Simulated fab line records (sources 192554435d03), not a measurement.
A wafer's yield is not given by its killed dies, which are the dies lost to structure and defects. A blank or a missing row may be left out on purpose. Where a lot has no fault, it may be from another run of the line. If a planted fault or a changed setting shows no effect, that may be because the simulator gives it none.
fab line records	flow n5_finfet
[record] lots = 11	wafers = 31	last_day = 19
route steps=1938 shown BEOL_M15@1784 PASSIVATION@1936
lots untouched by any fault: they come from a run of this same line in which no faults occurred
start_h: the number of hours between the record's first day and the start of the first shown wafer of the lot	wait_h: hours from the lot's prior step to this one	" repeats the value in the row above	L1.1+2: a row that stands for several wafers	- no value present, or no start provided	* or withheld: withheld	< > ~ a bound
route shown NAME@n: NAME is a module with steps in the file, n the number in the route of the first one	usual: average and standard deviation across the fault-free wafers	same: alike in all rows	chamber/n: place in a boat	sites: per-site readings	_std_site: their standard deviation	_edge_site: outer sites' mean less inner sites'	radius_mm: how far each site lies from the wafer's centre	mask NAME#n: copy n	behind: the last tool/chamber to shape the wafer	hold: why the lot went on hold/how many hours it stayed there/how the hold came to an end	device: the transistor (n, p or np) that didn't switch	end of line: tests run on the same wafers once the route is complete	step lacking rows: just its recipe	killed: dies that structure and defects cost at the first sort, which is not the same as the wafer's yield	map: a wafer's dies, x killed, . not, _ none there
set.NAME: the setting the step ran with; set.NAME@STEP: the setting that earlier step ran with	model.NAME: the simulator's own value behind a step, which no gauge read
steps of the route over a sample of lots; a table a step, a row a wafer
services: when a tool's chamber went out of use (start_h, in hours from the record's first day, below 0 if earlier), for how many hours, and the reason
[[steps]]
[step N5_BEOL_M15_OVL_MEAS_11]
[recipe] points_per_wafer = 44
[usual] V14_OVL = 1/5.8
lot.wafer	tool	chamber	start_h	wait_h	V14_OVL[nm]
L185.2	overlay-01	0	282.68	0.0	-10
L185.3	"	0	"	"	-4
L185.4	"	0	"	"	-8
L189.2	overlay-02	0	292.38	0.0	-7
L189.3	"	0	"	"	-10
L189.5	"	0	"	"	-1
L187.3	overlay-01	0	297.11	0.0	-4
L187.4	"	0	"	"	2
L187.6	"	0	"	"	-1
L191.1	overlay-02	0	297.98	0.0	-8
L191.2	"	0	"	"	-11
L188.1	overlay-02	0	299.54	0.0	3
L188.2	"	0	"	"	5
L188.6	"	0	"	"	-3
L194.4	overlay-02	0	342.39	0.0	-4
L194.5	"	0	"	"	4
L194.6	"	0	"	"	2
L202.2	overlay-01	0	369.81	0.0	0
L202.5	"	0	"	"	5
L202.6	"	0	"	"	3
L201.1	overlay-02	0	374.74	0.0	-7
L201.4	"	0	"	"	-7
L201.5	"	0	"	"	-1
L203.1	overlay-01	0	393.26	0.0	3
L203.3	"	0	"	"	-1
L203.4	"	0	"	"	-4
L205.1	overlay-01	0	402.25	0.0	12
L205.2	"	0	"	"	4
L205.5	"	0	"	"	6
L204.4	overlay-01	0	425.73	0.0	3
L204.5	"	0	"	"	9
[step N5_BEOL_M15_VIA_ETCH_16]
[recipe] chemistry = C4F8/O2/Ar	target = SiO2	he_inner_torr = 15	he_outer_torr = 30	target_depth_a = 17922	time_s = withheld	ion_energy_ev = 800	pressure_mtorr = 20	source_w = 1905	bias_w = 2040	Ar_flow_sccm = 400	C4F8_flow_sccm = 16	O2_flow_sccm = 12	ends = cleared
[usual] bias_w = 2040/6.8	drypump_motor_current_A = 5.6/0.43	oes_product_au = 0.74/0.091	rf_vpp_V = 2228/54	showerhead_plenum_p_Torr = 3.46/0.12	throttle_valve_pct = 30.9/0.34
lot.wafer	tool	chamber	start_h	wait_h	bias_w	drypump_motor_current_A	oes_product_au	rf_vpp_V	showerhead_plenum_p_Torr	throttle_valve_pct
L185.2	rie_diel-04	3	282.83	0.0	2041	5.0	0.76	2264	3.53	30.7
L185.3	"	0	"	"	2044	5.2	0.79	2329	3.62	30.5
L185.4	"	1	"	"	2046	6.2	0.89	2301	3.70	31.4
L189.2	rie_diel-02	1	292.52	0.0	2033	5.9	0.62	2201	3.54	31.1
L189.3	"	3	"	"	2044	5.4	0.76	2242	3.60	30.6
L189.5	"	1	"	"	2033	5.9	0.63	2200	3.54	31.1
L187.3	rie_diel-02	2	297.26	0.0	2051	5.7	0.84	2183	3.39	31.1
L187.4	"	3	"	"	2037	5.4	0.75	2242	3.60	30.6
L187.6	"	1	"	"	2028	5.8	0.63	2200	3.54	31.1
L191.1	rie_diel-05	2	298.33	0.0	2044	5.8	0.78	2175	3.33	30.5
L191.2	"	1	"	"	2040	5.5	0.60	2203	3.35	30.6
L188.1	rie_diel-05	1	299.68	0.0	2039	5.5	0.59	2204	3.35	30.6
L188.2	"	3	"	"	2029	5.2	0.82	2199	3.33	30.7
L188.6	"	1	"	"	2056	5.5	0.60	2204	3.35	30.6
L194.4	rie_diel-02	2	342.53	0.0	2045	5.7	0.82	2183	3.39	31.1
L194.5	"	0	"	"	2042	6.0	0.63	2261	3.39	31.2
L194.6	"	3	"	"	2032	5.4	0.74	2241	3.59	30.6
L202.2	rie_diel-05	2	369.95	0.0	2051	5.8	0.75	2173	3.32	30.5
L202.5	"	2	"	"	2044	5.8	0.75	2175	3.32	30.5
L202.6	"	3	"	"	2036	5.3	0.78	2197	3.32	30.7
L201.1	rie_diel-05	3	375.00	0.0	2046	5.3	0.79	2199	3.32	30.8
L201.4	"	2	"	"	2044	5.8	0.74	2174	3.32	30.5
L201.5	"	3	"	"	2047	5.3	0.79	2198	3.32	30.8
L203.1	rie_diel-05	2	393.41	0.0	2035	5.8	0.75	2173	3.32	30.5
L203.3	"	3	"	"	2045	5.3	0.78	2197	3.32	30.7
L203.4	"	0	"	"	2049	6.5	0.93	2298	3.55	31.1
L205.1	rie_diel-02	1	402.40	0.0	2041	5.9	0.60	2199	3.52	31.2
L205.2	"	2	"	"	2039	5.7	0.79	2181	3.38	31.1
L205.5	"	1	"	"	2037	5.9	0.61	2201	3.53	31.2
L204.4	rie_diel-05	0	425.99	0.1	2041	6.5	0.88	2295	3.55	31.1
L204.5	"	3	"	"	2032	5.3	0.77	2195	3.31	30.8
[step N5_BEOL_M15_ETCH_61]
[recipe] chemistry = N2/H2	target = BARC	target_depth_a = 890	overetch_a = 267	time_s = 67.9	ion_energy_ev = 200	pressure_mtorr = 30	source_w = 840	bias_w = 150	n2_flow_sccm = 200	h2_flow_sccm = 200
[usual] bias_w = 150.0/0.43	drypump_motor_current_A = 5.6/0.47	oes_product_au = 0.71/0.073	rf_vpp_V = 524.7/2.2	showerhead_plenum_p_Torr = 2.58/0.078	throttle_valve_pct = 17.9/0.3
lot.wafer	tool	chamber	start_h	wait_h	bias_w	drypump_motor_current_A	oes_product_au	rf_hours_counter_h	rf_vpp_V	showerhead_plenum_p_Torr	throttle_valve_pct
L185.2	rie_diel-05	1	284.36	0.0	149.4	5.5	0.58	243	522.3	2.53	18.1
L185.3	"	3	"	"	150.5	5.3	0.80	10	522.0	2.52	18.1
L185.4	"	0	"	"	149.2	6.5	0.60	224	526.4	2.60	18.2
L189.2	rie_diel-02	3	293.93	0.0	149.9	5.4	0.71	69	528.0	2.70	17.9
L189.3	"	0	"	"	149.6	6.0	0.62	224	524.2	2.51	18.1
L189.5	"	3	"	"	150.3	5.4	0.71	-	527.2	2.70	17.9
L187.3	rie_diel-04	2	298.79	0.0	150.0	4.9	0.66	125	524.9	2.56	17.8
L187.4	"	3	"	"	150.2	5.0	0.72	66	523.6	2.57	17.5
L187.6	"	2	"	"	150.3	4.9	0.66	-	524.0	2.56	17.8
L191.1	rie_diel-04	1	299.74	0.0	150.0	6.2	0.82	10	529.2	2.72	17.9
L191.2	"	0	"	"	149.6	5.2	0.75	43	527.9	2.67	17.2
L188.1	rie_diel-02	3	301.22	0.0	150.5	5.4	0.71	72	527.7	2.70	17.9
L188.2	"	1	"	"	150.1	5.9	0.61	218	526.2	2.64	18.4
L188.6	"	1	"	"	149.9	5.9	0.60	-	525.9	2.64	18.4
L194.4	rie_diel-05	1	344.38	0.0	149.7	5.5	0.83	-	522.8	2.52	17.8
L194.5	"	0	"	"	150.1	6.4	0.59	-	525.3	2.60	18.3
L194.6	"	2	"	"	150.5	5.8	0.73	-	522.1	2.47	17.6
L202.2	rie_diel-04	1	371.49	0.0	150.1	6.2	0.78	33	527.5	2.71	17.9
L202.5	"	3	"	"	150.7	5.0	0.70	-	524.3	2.56	17.5
L202.6	"	0	"	"	149.7	5.3	0.73	-	528.0	2.66	17.3
L201.1	rie_diel-04	1	376.73	0.0	150.4	6.2	0.78	34	528.5	2.71	18.0
L201.4	"	2	"	"	149.9	4.9	0.65	148	524.2	2.55	17.9
L201.5	"	0	"	"	149.9	5.3	0.72	-	527.6	2.66	17.3
L203.1	rie_diel-02	3	395.03	0.0	149.8	5.4	0.69	97	526.7	2.69	17.9
L203.3	"	2	"	"	150.6	5.6	0.75	43	523.0	2.48	17.9
L203.4	"	2	"	"	150.7	5.7	0.74	-	522.9	2.48	17.9
L205.1	rie_diel-05	3	404.06	0.0	149.8	5.3	0.73	45	521.3	2.50	18.1
L205.2	"	0	"	"	149.8	6.5	0.84	5	525.0	2.59	17.8
L205.5	"	0	"	"	149.7	6.5	0.84	-	524.3	2.59	17.8
L204.4	rie_diel-02	3	427.63	0.0	150.1	5.4	0.69	-	526.7	2.69	18.0
L204.5	"	2	"	"	149.6	5.7	0.73	-	522.0	2.48	17.9
[step N5_BEOL_M15_CMP_49]
[recipe] stop_on = SiO2	t_overpolish_s = 4.9	down_force_psi = 2	platen_rpm = 80	clearing_platen_down_force_psi = 2	clearing_platen_rpm = 80	post_cmp_clean = cu_alkaline	target_thk_nm = 850	clearing_platen_pad_velocity_m_s = 1.5917	pad_velocity_m_s = 1.5917
[usual] barrier_field_endpoint_s = 11.34/0.25	motor_current_A = 8.1/0.58	overpolish_run_s = 4.900/0.0082
lot.wafer	tool	chamber	start_h	wait_h	barrier_field_endpoint_s	motor_current_A	overpolish_run_s
L185.3	cmp-01	1	288.55	0.2	11.62	8.3	4.897
L185.4	"	2	"	"	11.21	8.4	4.892
L185.2	"	0	"	"	11.33	7.8	4.897
L189.3	cmp-04	2	298.78	0.6	11.76	7.6	4.910
L189.2	"	0	"	"	11.27	7.9	4.903
L189.5	"	1	"	"	11.55	8.1	4.899
L187.4	cmp-04	2	303.89	0.2	11.41	7.5	4.900
L187.3	"	3	"	"	10.92	8.7	4.907
L187.6	"	0	"	"	11.36	7.9	4.889
L191.1	cmp-01	3	304.09	0.3	11.43	8.0	4.897
L191.2	"	1	"	"	11.59	8.2	4.914
L188.2	cmp-04	2	306.99	0.3	11.01	7.8	4.887
L188.1	"	3	"	"	10.71	9.1	4.902
L188.6	"	0	"	"	11.29	7.9	4.879
L194.4	cmp-01	2	348.14	0.1	11.29	8.4	4.877
L194.6	"	2	"	"	11.50	8.0	4.907
L194.5	"	3	"	"	11.11	7.9	4.913
L202.2	cmp-04	0	373.82	0.2	11.60	8.2	4.891
L202.6	"	3	"	"	6.29	8.5	4.907
L202.5	"	0	"	"	6.48	8.2	4.905
L201.4	cmp-04	3	381.36	0.2	11.50	9.0	4.906
L201.1	"	1	"	"	11.62	8.0	4.910
L201.5	"	3	"	"	6.39	8.5	4.890
L203.4	cmp-01	1	397.34	0.1	11.11	8.5	4.905
L203.3	"	2	"	"	11.15	8.4	4.913
L203.1	"	0	"	"	11.18	8.1	4.909
L205.2	cmp-03	3	405.72	0.2	11.37	7.3	4.907
L205.1	"	2	"	"	11.43	8.3	4.895
L205.5	"	3	"	"	11.53	7.0	4.893
L204.4	cmp-01	1	431.16	0.2	11.83	8.8	4.897
L204.5	"	3	"	"	11.20	8.4	4.911
[step N5_PASSIVATION_PROBE_49]
[usual] defect_limited_yield = 91.5/1.7	killed_at_M0_to_M3 = 33/11	killed_at_M4_up = 13/5.2	killed_at_contacts = 11/5.7	killed_at_front_end = 39/11	killed_at_other = 4/3	killed_dies = 101/20	killed_open = 66/15	killed_short = 33/8.4	sort_bin_4_leakage = 0.01/0.073	sort_bin_5_function = 5.0/1.1	sort_bin_6_memory = 3.2/0.69	sort_bin_8_speed = 0.1/0.52	sort_n_pass = 1078/20	sort_yield_pct = 91.4/1.7
[same] gross_dies = 1180	killed_at_back_side = 0
lot.wafer	tool	chamber	start_h	wait_h	defect_limited_yield[%]	killed_at_M0_to_M3	killed_at_M4_up	killed_at_contacts	killed_at_front_end	killed_at_other	killed_dies	killed_open	killed_short	sort_bin_4_leakage[%]	sort_bin_5_function[%]	sort_bin_6_memory[%]	sort_bin_8_speed[%]	sort_n_pass	sort_yield_pct[%]
L194.4	prober-01	-	364.26	0.2	87.2	54	22	4	67	4	151	97	54	0	8.1	4.5	0	1029	87.2
L194.5	prober-01	-	364.31	0.2	90.2	39	18	11	47	1	116	78	34	0	5.5	4.1	0	1064	90.2
L194.6	prober-01	-	364.36	0.3	88.5	55	20	14	44	3	136	96	37	0	6.9	4.4	0	1044	88.5
// killed by level:class
L194.4 FIN_SAQP:geometric_particle:open=18 STI_FIN_REVEAL:geometric_particle:open=18 BEOL_M0_SAQP:geometric_particle:short=13 BEOL_M3:geometric_particle:open=11 BEOL_M4:geometric_particle:open=10 BEOL_M0_SAQP:geometric_particle:open=9 FIN_SAQP:geometric_particle:short=8 BEOL_M3:geometric_particle:short=8
L194.5 STI_FIN_REVEAL:geometric_particle:open=12 BEOL_M3:geometric_particle:open=10 FIN_SAQP:geometric_particle:open=8 DUMMY_GATE:geometric_particle:open=6 MOL_CONTACT_COAG:geometric_particle:open=6 BEOL_M2:geometric_particle:open=6 STARTING-WAFER:geometric_particle:open=6 FIN_SAQP:geometric_particle:short=5
L194.6 STI_FIN_REVEAL:geometric_particle:open=19 BEOL_M4:geometric_particle:open=14 BEOL_M0_SAQP:geometric_particle:open=12 MOL_CONTACT_COAG:geometric_particle:open=12 BEOL_M0_SAQP:geometric_particle:short=9 BEOL_M1:geometric_particle:open=8 BEOL_M3:geometric_particle:open=7 STI_FIN_REVEAL:geometric_particle:short=7
[[services]]
tool	chamber	start_h	hours	kind
cmp-03	-	261.62	0.7	repair
rie_diel-02	2	266.68	5.1	repair
cmp-03	-	272.80	6.5	pm
cmp-04	-	276.78	0.6	repair
cmp-03	-	286.88	18.2	pm
cmp-01	-	294.23	3.9	repair
cmp-04	-	296.31	1.8	repair
cmp-01	-	298.98	4.0	pm
rie_diel-05	1	305.69	-	clean
rie_diel-05	1	305.69	-	consumable_replace:focus_ring
rie_diel-05	1	305.69	27.6	scheduled_down
rie_diel-05	1	305.69	27.6	vent_cycle
cmp-01	-	313.44	1.2	repair
rie_diel-05	-	319.34	2.8	pm
rie_diel-04	0	324.21	1.2	repair
rie_diel-02	-	330.92	3.4	repair
cmp-04	-	341.81	5.5	pm
cmp-01	-	367.52	13.8	pm
cmp-01	-	381.38	2.1	repair
cmp-04	-	383.28	0.5	repair
cmp-01	-	389.41	6.3	repair
cmp-04	-	404.16	0.8	repair
rie_diel-05	2	405.28	21.1	repair
rie_diel-02	-	417.06	2.8	pm
[[key]]
[first_sign] step = N5_BEOL_M15_CMP_49	reading = barrier_field_endpoint_s	direction = down	sigmas = 20	usual = 11.34	struck = 6.38
effect none on later readings
met_at N5_BEOL_M15_CMP_49
struck_lots L201,L202
struck_wafers L201.5,L202.5,L202.6
not_acting_at N5_BEOL_M15_OVL_MEAS_11,N5_BEOL_M15_VIA_ETCH_16,N5_BEOL_M15_ETCH_61
onset_between 306.99 373.82
[fault] kind = process_parameter_drift	tool = cmp-04	chamber = -	onset_h = 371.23	steps = N5_BEOL_M15_CMP_49	channel = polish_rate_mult	offset = 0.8	shape = step	end_h = 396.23	scope = struck_wafers_only
